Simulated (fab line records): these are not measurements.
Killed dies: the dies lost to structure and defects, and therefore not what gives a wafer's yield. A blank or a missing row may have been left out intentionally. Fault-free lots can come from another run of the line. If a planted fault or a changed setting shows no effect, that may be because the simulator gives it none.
Matching of chambers -- flow n5-finfet -- 4 sister chambers for N5_MOL_CONTACT_COAG_ETCHBACK_135 on rie-diel-04
The step etches SiO2 in CHF3, target depth 25 nm, time 16.7 s. 8 wafers are shown with their chamber, then 7 later ones without.

== WAFERS, EACH WITH ITS CHAMBER ==
wafer,chamber,rf-vpp-V (V),showerhead-plenum-p-Torr (Torr)
L076.5,3,536,2.43
L076.6,0,492,2.33
L078.4,3,537,2.43
L090.2,0,493,2.32
L091.3,1,508,2.44
L091.4,1,508,2.44
L092.3,2,552,2.38
L092.5,2,554,2.38

== WAFERS WHOSE CHAMBER IS MISSING ==
wafer,rf-vpp-V (V),showerhead-plenum-p-Torr (Torr)
L092.6,555,2.38
L095.1,551,2.38
L095.3,553,2.38
L095.6,552,2.38
L096.1,552,2.38
L096.5,553,2.38
L096.6,534,2.41

== WHICH CHAMBER EACH ONE RAN IN ==
wafer,from the rows above,in truth
L092.6,2,2
L095.1,2,2
L095.3,2,2
L095.6,2,2
L096.1,2,2
L096.5,2,2
L096.6,3,3
Correctly placed: 7 of 7. Left unplaced by these rows: 0. Placed wrongly: 0.
How it was worked out, from the rows above alone: a wafer's distance from a chamber is the root of the sum, over the readings, of the square of ((its reading less the chamber's mean) divided by the reading's scatter). The wafer belongs to the nearest chamber; if the next one is less than 2 further off, it can't be placed. A chamber's mean is the mean of its shown wafers. The scatter: the root of (the sum of the squares of (reading less its chamber's mean) over the shown wafers, divided by (wafers less chambers)).
